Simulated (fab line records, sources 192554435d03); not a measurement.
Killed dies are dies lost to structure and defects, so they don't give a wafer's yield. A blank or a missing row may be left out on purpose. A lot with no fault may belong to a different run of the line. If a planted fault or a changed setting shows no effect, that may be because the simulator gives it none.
fab line records	flow n5Finfet
[record] lots = 11	wafers = 32	lastDay = 17
route steps=1938 shown BEOL_M3@1002 BEOL_M15@1827 MIM_TOP_ETCH@1851 PAD_METAL@1895 PASSIVATION@1936
lots that met no fault: taken from a fault-free run of the same line
startH: start of the lot's first displayed wafer, in hours after the record's first day	waitH: hours since the lot's step before	" identical to the entry in the row above	L1.1+2: several wafers, shown together as one row	- no value, or no start given	* or withheld: withheld	< > ~ a bound
route shown NAME@n: a module of which the file shows steps, and the number in the route of the first	usual: mean and standard deviation over wafers with no fault	same: alike in all rows	chamber/n: place in a boat	sites: the reading at each site	_std_site: their standard deviation	_edge_site: inner sites' mean taken away from outer sites' mean	radiusMm: how far each site lies from the wafer's centre	mask NAME#n: copy n	behind: the tool/chamber that last shaped the wafer	hold: why the lot went on hold/how many hours it stayed there/how the hold came to an end	device: which transistor (n, p or np) failed to switch	end of line: the tests these same wafers got at the end of their route	a step without rows: its recipe alone	killed: dies lost to structure and defects at the first sort, not the wafer's yield	map: shows each die of a wafer: x if killed, . if not, _ if none is there
set.NAME: the setting as run; set.NAME@STEP: as run at that earlier step	model.NAME: the simulator's own value behind a step, which no gauge read
steps of the route over a sample of lots; a table a step, a row a wafer
services: from which hour (startH, from the record's first day; less than 0 if before it) a tool's chamber was out of use, for how many hours, and why
[[steps]]
[step N5_BEOL_M3_SPUTTER_88]
[recipe] material = Cu	targetThkA = 45	tempC = -20	chamberPressurePa = 0.07	powerW = withheld	timeS = 8.29
[usual] throttleValvePct = 29.9/0.92
[same] timeS = 8.29
lot.wafer	tool	chamber	startH	waitH	throttleValvePct
L172.1	pvdSputter-03	-	150.91	0.1	30.2
L172.2	"	-	"	"	29.1
L172.3	"	-	"	"	30.0
L176.2	pvdSputter-01	-	174.39	0.1	29.7
L176.4	"	-	"	"	30.6
L176.6	"	-	"	"	28.1
L177.1	pvdSputter-01	-	180.69	0.1	30.5
L177.2	"	-	"	"	28.1
L177.4	"	-	"	"	29.6
L178.2	pvdSputter-03	-	181.53	0.1	29.2
L178.3	"	-	"	"	30.1
L178.6	"	-	"	"	29.0
L179.1	pvdSputter-03	-	198.44	0.1	30.4
L179.3	"	-	"	"	30.1
L179.6	"	-	"	"	30.3
L183.1	pvdSputter-03	-	228.17	0.1	30.3
L183.4	"	-	"	"	29.3
L183.5	"	-	"	"	29.1
L185.4	pvdSputter-01	-	228.29	0.1	28.1
L185.5	"	-	"	"	30.7
L185.6	"	-	"	"	30.9
L187.2	pvdSputter-01	-	232.90	0.1	29.9
L187.3	"	-	"	"	28.1
L187.6	"	-	"	"	30.4
L189.1	pvdSputter-02	-	263.63	0.1	28.6
L189.2	"	-	"	"	31.2
L194.1	pvdSputter-02	-	284.65	0.1	28.7
L194.2	"	-	"	"	30.1
L194.3	"	-	"	"	31.2
L195.3	pvdSputter-02	-	287.73	0.1	29.0
L195.4	"	-	"	"	28.5
L195.6	"	-	"	"	31.2
[step N5_BEOL_M15_DEP_53]
[recipe] material = SiCN	targetThkA = 500	tempC = withheld	precursor = 3MS/NH3	pressureTorr = 3	rfW = 675	timeS = 17.8
[usual] showerheadPlenumPTorr = 4.148/0.024	throttleValvePct = 17.8/0.99
[same] timeS = 17.8
lot.wafer	tool	chamber	startH	waitH	showerheadPlenumPTorr	throttleValvePct
L172.1	pecvd-03	1	248.70	0.0	4.189	19.3
L172.2	"	0	"	"	4.189	17.6
L172.3	"	2	"	"	4.127	18.3
L176.2	pecvd-03	2	268.72	0.0	4.123	18.3
L176.4	"	0	"	"	4.193	17.5
L176.6	"	1	"	"	4.171	19.0
L177.1	pecvd-02	1	282.71	0.0	4.151	18.6
L177.2	"	0	"	"	4.148	17.3
L177.4	"	0	"	"	4.151	17.3
L178.2	pecvd-02	2	284.43	0.0	4.135	16.6
L178.3	"	1	"	"	4.142	18.9
L178.6	"	0	"	"	4.142	17.2
L179.1	pecvd-03	1	297.70	0.0	4.183	19.1
L179.3	"	0	"	"	4.189	17.3
L179.6	"	0	"	"	4.198	17.7
L183.1	pecvd-03	0	323.36	0.0	4.195	17.3
L183.4	"	0	"	"	4.205	17.2
L183.5	"	2	"	"	4.107	18.1
L185.4	pecvd-04	0	324.30	0.0	4.153	19.7
L185.5	"	1	"	"	4.149	17.8
L185.6	"	2	"	"	4.142	16.7
L187.2	pecvd-04	0	329.65	0.0	4.146	19.9
L187.3	"	2	"	"	4.150	16.4
L187.6	"	1	"	"	4.140	17.8
L189.1	pecvd-03	2	353.60	0.0	4.124	18.2
L189.2	"	0	"	"	4.196	17.6
L194.1	pecvd-02	1	395.33	0.0	4.135	18.5
L194.2	"	0	"	"	4.161	17.2
L194.3	"	2	"	"	4.121	16.5
L195.3	pecvd-03	2	395.81	0.0	4.120	18.0
L195.4	"	0	"	"	4.187	17.7
L195.6	"	0	"	"	4.196	17.4
[step N5_MIM_TOP_ETCH_ETCH_00]
[recipe] chemistry = Cl2/BCl3	target = TiN	targetDepthA = 385	ionEnergyEv = 150	pressureMtorr = 10	icpW = 1000	biasW = 126	Cl2_flow_sccm = 53.25	bcl3FlowSccm = 21.75	Ar_flow_sccm = 25
[usual] bcl3FlowSccm = 21.74/0.07	chamberPressureMTorr = 10.000/0.0093	drypumpMotorCurrentA = 5.45/0.25	oesProductAu = 0.79/0.081	throttleValvePct = 22.92/0.23
lot.wafer	tool	chamber	startH	waitH	bcl3FlowSccm	chamberPressureMTorr	drypumpMotorCurrentA	oesProductAu	rfHoursCounterH	throttleValvePct
L172.1	rieMetal-03	0	251.14	0.1	21.74	10.001	5.44	0.79	39	22.83
L172.2	"	1	"	"	21.82	10.004	5.84	0.90	11	22.99
L172.3	"	0	"	"	21.76	10.006	5.46	0.79	-	22.85
L176.2	rieMetal-01	1	272.83	0.1	21.64	9.999	5.36	0.80	27	22.48
L176.4	"	0	"	"	21.87	10.001	5.45	0.66	-	23.22
L176.6	"	1	"	"	21.60	9.991	5.33	0.79	-	22.47
L177.1	rieMetal-03	0	286.68	0.1	21.78	9.993	5.45	0.79	42	22.82
L177.2	"	1	"	"	21.73	9.996	5.83	0.88	13	22.99
L177.4	"	1	"	"	21.74	9.991	5.83	0.88	-	22.99
L178.2	rieMetal-01	1	290.79	0.1	21.75	9.998	5.31	0.79	28	22.49
L178.3	"	1	"	"	21.78	10.003	5.36	0.80	-	22.48
L178.6	"	0	"	"	21.72	10.007	5.46	0.66	-	23.22
L179.1	rieMetal-02	0	301.18	0.1	21.70	10.009	5.60	0.72	52	22.95
L179.3	"	1	"	"	21.67	10.007	5.05	0.89	-	23.07
L179.6	"	0	"	"	21.71	10.002	5.61	0.73	-	22.96
L183.1	rieMetal-01	0	329.39	0.1	21.78	9.987	5.44	0.66	101	23.23
L183.4	"	1	"	"	21.63	9.991	5.32	0.78	-	22.49
L183.5	"	0	"	"	21.75	9.997	5.48	0.66	-	23.24
L185.4	rieMetal-02	1	330.02	0.1	21.77	9.998	5.06	0.87	-	23.08
L185.5	"	0	"	"	21.78	9.996	5.63	0.71	-	22.95
L185.6	"	1	"	"	21.65	9.992	5.06	0.88	-	23.07
L187.2	rieMetal-02	0	335.01	0.1	21.65	9.995	5.66	0.72	56	22.96
L187.3	"	1	"	"	21.73	9.997	5.06	0.88	-	23.09
L187.6	"	0	"	"	21.61	9.999	5.64	0.71	-	22.96
L189.1	rieMetal-02	1	357.40	0.1	21.78	10.009	5.05	0.88	23	23.08
L189.2	"	0	"	"	21.71	9.992	5.63	0.71	58	22.97
L194.1	rieMetal-01	1	398.46	0.1	21.72	10.010	5.29	0.76	38	22.51
L194.2	"	0	"	"	21.70	10.005	5.44	0.97	0	22.90
L194.3	"	1	"	"	21.72	10.003	5.32	0.76	-	22.51
L195.3	rieMetal-02	1	398.71	0.1	21.78	10.001	5.05	0.86	-	23.10
L195.4	"	0	"	"	21.83	10.018	5.62	0.71	-	22.96
L195.6	"	0	"	"	21.86	9.979	5.66	0.70	-	22.96
[step N5_PASSIVATION_SPUTTER_20]
[recipe] material = TaN	targetThkA = 500	tempC = 25	chamberPressurePa = 0.4
[usual] throttleValvePct = 29.9/0.85
lot.wafer	tool	chamber	startH	waitH	throttleValvePct
L172.1	pvdSputter-02	-	257.09	0.0	30.9
L172.2	"	-	"	"	28.7
L172.3	"	-	"	"	28.3
L176.2	pvdSputter-02	-	277.71	0.0	31.0
L176.4	"	-	"	"	29.9
L176.6	"	-	"	"	28.8
L177.1	pvdSputter-03	-	290.83	0.0	29.2
L177.2	"	-	"	"	30.4
L177.4	"	-	"	"	30.0
L178.2	pvdSputter-03	-	294.79	0.0	29.8
L178.3	"	-	"	"	30.4
L178.6	"	-	"	"	30.0
L179.1	pvdSputter-03	-	304.72	0.0	30.3
L179.3	"	-	"	"	30.3
L179.6	"	-	"	"	30.3
L183.1	pvdSputter-03	-	334.45	0.0	30.0
L183.4	"	-	"	"	30.4
L183.5	"	-	"	"	30.2
L185.4	pvdSputter-03	-	334.99	0.0	30.7
L185.5	"	-	"	"	30.6
L185.6	"	-	"	"	29.6
L187.2	pvdSputter-03	-	338.88	0.0	30.5
L187.3	"	-	"	"	29.2
L187.6	"	-	"	"	29.1
L189.1	pvdSputter-01	-	362.23	0.0	30.9
L189.2	"	-	"	"	27.7
L195.3	pvdSputter-02	-	404.27	0.0	28.3
L195.4	"	-	"	"	31.3
L195.6	"	-	"	"	30.0
L194.1	pvdSputter-03	-	405.32	0.0	30.0
L194.2	"	-	"	"	29.3
L194.3	"	-	"	"	30.7
[step N5_PASSIVATION_PROBE_49]
[usual] defectLimitedYield = 91.1/1.4	killed_at_M0_to_M3 = 33/9.1	killed_at_M4_up = 14/5.6	killedAtContacts = 13/5.7	killedAtFrontEnd = 42/12	killedAtOther = 4/3	killedDies = 105/16	killedOnRim = 13/4	killedOpen = 69/11	killedShort = 34/7.5	sort_bin_4_leakage = 0.00/0.0072	sort_bin_5_function = 5.2/0.91	sort_bin_6_memory = 3.3/0.64	sortNPass = 1075/16	sortYieldPct = 91.1/1.4
[same] grossDies = 1180	killedAtBackSide = 0	sort_bin_8_speed[%] = 0
lot.wafer	tool	chamber	startH	waitH	defectLimitedYield[%]	killed_at_M0_to_M3	killed_at_M4_up	killedAtContacts	killedAtFrontEnd	killedAtOther	killedDies	killedOnRim	killedOpen	killedShort	sort_bin_4_leakage[%]	sort_bin_5_function[%]	sort_bin_6_memory[%]	sortNPass	sortYieldPct[%]
L178.2	prober-01	-	300.77	0.5	89.4	39	8	9	65	4	125	16	75	48	0	6.3	4.2	1055	89.4
L178.3	prober-01	-	300.82	0.5	89.3	37	13	16	52	8	126	19	76	47	0	6.4	3.9	1054	89.3
L178.6	prober-01	-	300.97	0.7	89.5	32	17	15	54	6	124	19	82	39	0	6.2	3.9	1056	89.5
L179.1	prober-01	-	311.01	0.2	87.3	100	12	9	28	1	150	31	58	23	0	6.7	3.6	1030	87.3
L179.3	prober-01	-	311.11	0.3	84.9	123	7	10	38	0	178	27	49	32	0	9.4	2.6	1002	84.9
L179.6	prober-01	-	311.26	0.4	77.7	184	6	8	60	5	263	15	70	37	0	12.4	4.9	917	77.7
L183.1	prober-01	-	340.73	0.0	85.3	91	21	9	50	2	173	27	77	27	0	7.5	4.5	1007	85.3
L183.4	prober-01	-	340.88	0.2	79.9	170	11	12	43	1	237	21	57	20	0	10.8	4.2	943	79.9
L183.5	prober-01	-	340.93	0.2	78.8	179	11	9	48	3	250	28	64	30	0	11.5	5.7	930	78.8
L187.2	prober-02	-	346.04	0.1	90.8	27	26	3	51	1	108	12	77	30	0	5.3	3.6	1072	90.8
L187.3	prober-02	-	346.09	0.1	91.7	38	13	15	31	1	98	16	66	31	0	5.3	2.8	1082	91.7
L187.6	prober-02	-	346.24	0.3	92.2	27	20	10	35	0	92	15	69	21	0	4.1	3.6	1088	92.2
// killed by level:class
L178.2 FIN_SAQP:geometricParticle:short=20 FIN_SAQP:geometricParticle:open=20 STI_FIN_REVEAL:geometricParticle:open=14 BEOL_M0_SAQP:geometricParticle:short=13 BEOL_M0_SAQP:geometricParticle:open=10 MOL_CONTACT_COAG:geometricParticle:open=6 BEOL_M0:geometricParticle:open=4 BEOL_M1:geometricParticle:open=4
L178.3 FIN_SAQP:geometricParticle:short=18 MOL_CONTACT_COAG:geometricParticle:open=13 FIN_SAQP:geometricParticle:open=10 BEOL_M0_SAQP:geometricParticle:open=10 DUMMY_GATE:geometricParticle:open=9 BEOL_M0_SAQP:geometricParticle:short=9 BEOL_M1:geometricParticle:open=8 STI_FIN_REVEAL:geometricParticle:open=4
L178.6 FIN_SAQP:geometricParticle:short=15 FIN_SAQP:geometricParticle:open=13 MOL_CONTACT_COAG:geometricParticle:open=12 BEOL_M0_SAQP:geometricParticle:open=10 DUMMY_GATE:geometricParticle:open=8 BEOL_M0_SAQP:geometricParticle:short=7 BEOL_M2:geometricParticle:open=7 BEOL_M5:geometricParticle:open=6
L179.1 BEOL_M3:unspecified=67 BEOL_M0_SAQP:geometricParticle:open=11 STI_FIN_REVEAL:geometricParticle:open=8 MOL_CONTACT_COAG:geometricParticle:open=7 BEOL_M0_SAQP:geometricParticle:short=7 FIN_SAQP:geometricParticle:open=5 DUMMY_GATE:geometricParticle:open=4 BEOL_M1:geometricParticle:open=4
L179.3 BEOL_M3:unspecified=97 FIN_SAQP:geometricParticle:short=9 BEOL_M0_SAQP:geometricParticle:open=8 MOL_CONTACT_COAG:geometricParticle:open=6 FIN_SAQP:geometricParticle:open=5 STI_FIN_REVEAL:geometricParticle:open=5 BEOL_M1:geometricParticle:open=5 STARTING-WAFER:geometricParticle:short=5
L179.6 BEOL_M3:unspecified=156 STI_FIN_REVEAL:geometricParticle:open=24 BEOL_M0_SAQP:geometricParticle:short=9 BEOL_M0_SAQP:geometricParticle:open=9 FIN_SAQP:geometricParticle:open=7 FIN_SAQP:geometricParticle:short=7 MOL_CONTACT_COAG:geometricParticle:open=6 DUMMY_GATE:geometricParticle:open=5
L183.1 BEOL_M3:unspecified=68 FIN_SAQP:geometricParticle:open=14 BEOL_M4:geometricParticle:open=11 BEOL_M3:geometricParticle:open=10 STI_FIN_REVEAL:geometricParticle:open=9 MOL_CONTACT_COAG:geometricParticle:open=7 FIN_SAQP:geometricParticle:short=5 DUMMY_GATE:geometricParticle:open=5
L183.4 BEOL_M3:unspecified=157 FIN_SAQP:geometricParticle:open=12 STI_FIN_REVEAL:geometricParticle:open=12 MOL_CONTACT_COAG:geometricParticle:open=10 FIN_SAQP:geometricParticle:short=4 BEOL_M3:geometricParticle:open=4 STI_FIN_REVEAL:geometricParticle:short=3 BEOL_M1:geometricParticle:open=3
L183.5 BEOL_M3:unspecified=154 STI_FIN_REVEAL:geometricParticle:open=12 MOL_CONTACT_COAG:geometricParticle:open=8 BEOL_M3:geometricParticle:open=8 FIN_SAQP:geometricParticle:open=7 FIN_SAQP:geometricParticle:short=7 STI_FIN_REVEAL:geometricParticle:short=6 BEOL_M4:geometricParticle:open=5
L187.2 STI_FIN_REVEAL:geometricParticle:open=18 BEOL_M2:geometricParticle:open=10 BEOL_M4:geometricParticle:open=10 FIN_SAQP:geometricParticle:short=6 FIN_SAQP:geometricParticle:open=6 GATE_CUT:geometricParticle:short=6 BEOL_M0_SAQP:geometricParticle:short=5 BEOL_M0_SAQP:geometricParticle:open=5
L187.3 MOL_CONTACT_COAG:geometricParticle:open=12 BEOL_M0_SAQP:geometricParticle:short=10 BEOL_M0_SAQP:geometricParticle:open=8 GATE_CUT:geometricParticle:short=5 BEOL_M1:geometricParticle:open=5 BEOL_M6:geometricParticle:open=5 FIN_SAQP:geometricParticle:short=4 STI_FIN_REVEAL:geometricParticle:open=4
L187.6 STI_FIN_REVEAL:geometricParticle:open=20 MOL_CONTACT_COAG:geometricParticle:open=9 BEOL_M4:geometricParticle:open=8 BEOL_M3:geometricParticle:open=5 BEOL_M0_SAQP:geometricParticle:open=5 BEOL_M5:geometricParticle:open=5 STI_FIN_REVEAL:geometricParticle:short=4 BEOL_M0:geometricParticle:open=4
[[services]]
tool	chamber	startH	hours	kind
pvdSputter-01	-	129.27	6.9	repair
pvdSputter-01	-	161.78	0.8	repair
pecvd-02	1	195.84	18.6	repair
pecvd-03	1	204.64	2.1	scheduledDown
pecvd-03	-	254.60	0.9	repair
pecvd-04	1	258.07	2.8	repair
rieMetal-03	-	272.56	2.8	pm
pecvd-04	-	277.54	5.4	repair
pecvd-03	1	308.67	4.0	repair
pecvd-02	-	317.75	2.8	pm
pecvd-03	-	321.24	0.5	repair
pecvd-02	0	345.35	15.8	repair
pecvd-03	1	349.27	5.5	scheduledDown
pecvd-04	-	357.99	6.0	pm
pecvd-02	-	358.11	0.8	pm
pvdSputter-01	-	369.52	1.8	repair
pecvd-02	2	371.32	13.7	repair
pvdSputter-01	-	371.87	3.5	repair
pecvd-03	0	374.78	5.5	scheduledDown
rieMetal-02	0	375.75	9.6	repair
pecvd-02	1	377.27	4.2	repair
pecvd-03	-	383.35	5.9	repair
pecvd-03	1	389.28	-	clean
rieMetal-01	-	396.49	0.8	repair
[[key]]
[firstSign] step = N5_PASSIVATION_PROBE_49	reading = killed_at_M0_to_M3	direction = up	sigmas = 12	usual = 33	struck = 141
[effect] step = N5_PASSIVATION_PROBE_49	reading = killedDies	direction = up	sigmas = 6.4	usual = 105	struck = 208
[moreKillsBornAt] N5_BEOL_M3_SPUTTER_88@pvdSputter-03 = 699
metAt N5_BEOL_M3_SPUTTER_88
struckLots L179,L183
notActingAt N5_BEOL_M15_DEP_53,N5_MIM_TOP_ETCH_ETCH_00,N5_PASSIVATION_SPUTTER_20
onsetBetween 181.53 198.44
[fault] kind = chamberParticleSource	tool = pvdSputter-03	chamber = -	onsetH = 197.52	steps = N5_BEOL_M3_SPUTTER_88	ratePerVisitCm2 = 2.1068	endH = 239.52
